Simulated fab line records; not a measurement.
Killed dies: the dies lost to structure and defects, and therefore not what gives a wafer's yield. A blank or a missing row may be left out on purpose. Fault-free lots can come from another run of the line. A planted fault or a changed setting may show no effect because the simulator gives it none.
Lot-split experiment | flow n5-finfet | 7 lots, 21 wafers read, on a route of 1938 steps

## ON THE SPLIT
At N5_BEOL_M9_EXPOSE_25 (exposes mask V8), the setting dose-mj was moved away from the recipe's 37.25 on 9 of the 21 wafers read, by +2.6% to +6.0%. All remaining wafers had this setting at the recipe value.

## FROM THE SPLIT TO THE READING: what the file shows between them, 2 steps
- N5_BEOL_M9_PEB_26: peb time 60 s
- N5_BEOL_M9_DEVELOP_27: develop time 30 s

## THE READING
cd-nm (nm) at N5_BEOL_M9_CD_MEAS_28, where the cd target is 70 nm. Fault-free wafers of this fab line usually give 69.94 nm, standard deviation 0.28 nm.

wafer  | tool, chamber at the split | dose-mj as run | against the recipe | cd-nm, nm | against lot-mates on the recipe
L078.1 | euv-scanner-01, 0          | 37.25          | recipe             | 69.93     | -
L078.2 | euv-scanner-01, 0          | 37.25          | recipe             | 69.27     | -
L078.5 | euv-scanner-01, 0          | 37.25          | recipe             | 69.94     | -
L081.1 | euv-scanner-01, 0          | 38.21          | +2.6%              | 70.73     | +0.96
L081.2 | euv-scanner-01, 0          | 38.21          | +2.6%              | 70.62     | +0.85
L081.4 | euv-scanner-01, 0          | 37.25          | recipe             | 69.77     | -
L080.2 | euv-scanner-01, 0          | 38.7           | +3.9%              | 70.68     | +0.54
L080.3 | euv-scanner-01, 0          | 38.7           | +3.9%              | 70.99     | +0.85
L080.4 | euv-scanner-01, 0          | 37.25          | recipe             | 70.14     | -
L082.1 | euv-scanner-02, 0          | 39.49          | +6.0%              | 71.11     | +1.39
L082.2 | euv-scanner-02, 0          | 39.49          | +6.0%              | 71.30     | +1.58
L082.5 | euv-scanner-02, 0          | 37.25          | recipe             | 69.72     | -
L087.2 | euv-scanner-01, 0          | 37.25          | recipe             | 69.40     | -
L087.4 | euv-scanner-01, 0          | 37.25          | recipe             | 69.51     | -
L087.5 | euv-scanner-01, 0          | 37.25          | recipe             | 69.59     | -
L089.2 | euv-scanner-02, 0          | 37.25          | recipe             | 69.99     | -
L089.3 | euv-scanner-02, 0          | 37.25          | recipe             | 69.47     | -
L089.5 | euv-scanner-02, 0          | 37.25          | recipe             | 69.49     | -
L094.1 | euv-scanner-01, 0          | 39.01          | +4.7%              | 70.81     | no lot-mate on the recipe
L094.2 | euv-scanner-01, 0          | 39.01          | +4.7%              | 71.09     | no lot-mate on the recipe
L094.6 | euv-scanner-01, 0          | 39.01          | +4.7%              | 70.92     | no lot-mate on the recipe

FIT RESULTS
A straight line over all 21 wafers: cd-nm changes by +0.268 nm for each +1% of dose-mj; r = +0.94; the points scatter about the line by 0.24 nm.
The same after taking each lot's own level away (the mean of its wafers on the recipe; 18 wafers): +0.238 nm for each +1%; r = +0.92; scatter 0.23 nm.
The reading moves by 1.4 nm for the largest change in dose-mj, on that fit.
Across the lots, their own levels run from 69.500 to 70.140 nm, a range of 2.3 times the standard deviation given above.
So the slope is not independent of the lot-to-lot level: the two fits are not the same.
Check: with one of the wafers moved furthest among these (+6.0%) left out of the fit, the line predicts +1.47 nm for it against its lot-mates. It came out at +1.39 nm against them.

## FURTHER SPLITS ON THESE WAFERS
Note: prior to the reading, these wafers also went through further splits. Each is held against what the fit with the lots' levels taken away leaves over:
other split on the same wafers | wafers away from the commonest value | r with cd-nm (lot level and that fit taken away)
N5_BEOL_M7_ETCH_41 bias-w      | 9                                    | +0.38
N5_BEOL_M8_DEP_56 time-s       | 10                                   | +0.16
N5_BEOL_M9_COAT_22 spin-rpm    | 7                                    | -0.11

## FILE'S OWN FIT
cd-nm changes by +0.241 nm for each +1% of dose-mj, r = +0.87.
